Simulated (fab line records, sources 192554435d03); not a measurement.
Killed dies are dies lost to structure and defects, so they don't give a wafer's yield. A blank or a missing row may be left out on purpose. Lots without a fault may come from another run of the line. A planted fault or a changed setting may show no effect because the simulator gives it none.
Which tool did it? | flow n5_finfet | 12 lots, 36 wafers sampled, at 1 step of a route of 1938

WHAT THE GAUGES READ, wafer by wafer
N5_BEOL_M10_THK_MEAS_01.
lot  | measured     | on            | M10_ILD_THK (nm)
L078 | day 12 04:34 | film_metro-01 | 269 269 270
L077 | day 12 12:37 | film_metro-02 | 265 270 271
L080 | day 12 17:25 | film_metro-01 | 266 270 271
L081 | day 13 11:04 | film_metro-01 | 267 268 269
L082 | day 13 14:33 | film_metro-02 | 268 273 272
L084 | day 15 01:33 | film_metro-01 | 264 272 269
L087 | day 15 04:10 | film_metro-01 | 270 269 272
L089 | day 15 20:57 | film_metro-02 | 271 268 272
L094 | day 16 03:32 | film_metro-02 | 265 276 271
L092 | day 16 13:07 | film_metro-02 | 266 273 274
L096 | day 17 16:05 | film_metro-02 | 266 266 271
L097 | day 18 19:12 | film_metro-02 | 262 270 268

WHICH TOOL RAN EACH LOT (tool, then ch and the chambers of the sampled wafers, then the start)
The record holds no process step before these readings.

THE ANSWER, worked out from the rows above alone
Rule: what is usual is taken from the lots themselves. Put in order of their means at a reading, lots are off if they are a third of the lots or fewer, leave a main group of 4 or more, and stand apart from it by a gap of 3 or more times the standard deviation of the main group's means; of several such gaps the widest counts. A main group whose means are all the same, to the digits that the tables above print for the reading, isn't used. A lot without any number at a reading at which 4 lots or more have one is off too. The other lots that the step has rows for count as sound.
No lot is off at any reading shown: from this, nothing can be told.

WHAT THE SIMULATOR HAD PUT IN
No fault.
